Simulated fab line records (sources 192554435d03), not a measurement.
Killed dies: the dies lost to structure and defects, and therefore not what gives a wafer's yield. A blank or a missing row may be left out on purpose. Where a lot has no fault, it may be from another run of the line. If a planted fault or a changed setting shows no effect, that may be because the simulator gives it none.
Matching of chambers	flow n5_finfet	ald_sin-04 running N5_MOL_CONTACT_COAG_ALD_131: 4 sister chambers
The step deposits SiO2, target thk 5 nm, pulse time 1 s, co reactant pulse time 1 s. 8 wafers are shown with their chamber, then 7 later ones without.

## WAFERS, EACH WITH ITS CHAMBER
wafer	chamber	heater_power_w (W)	chamber_pressure_Torr (Torr)
L079.3	3	78	2.000
L079.6	0	66	1.997
L083.4	3	81	2.003
L084.1	2	72	1.994
L084.3	1	94	2.006
L084.4	0	68	1.998
L088.1	2	72	2.003
L088.3	1	89	1.997

## WAFERS WITH NO CHAMBER GIVEN
wafer	heater_power_w (W)	chamber_pressure_Torr (Torr)
L088.5	80	1.998
L095.3	92	1.997
L095.4	71	2.004
L095.6	72	2.005
L096.1	67	1.998
L096.5	75	2.006
L096.6	80	2.001

## THE CHAMBER EACH PASSED THROUGH
wafer	from the rows above	in truth
L088.5	3	3
L095.3	1	1
L095.4	can't be placed: 2 or 0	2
L095.6	can't be placed: 2 or 0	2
L096.1	0	0
L096.5	can't be placed: 2 or 3 or 0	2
L096.6	3	3
4 of 7 placed correctly. From these rows, 3 cannot be placed; in 3 the true chamber is one of the candidates. 0 placed wrongly.
How it was worked out, from the rows above alone: a wafer's distance from a chamber is the root of the sum, over the readings, of the square of ((its reading less the chamber's mean) divided by the reading's scatter). The wafer belongs to the nearest chamber; if the next one is less than 2 further off, it can't be placed. A chamber's mean is the mean of its shown wafers. The scatter: take each reading less its chamber's mean, square it, sum over the shown wafers, divide by the number of wafers less the number of chambers, and take the root.
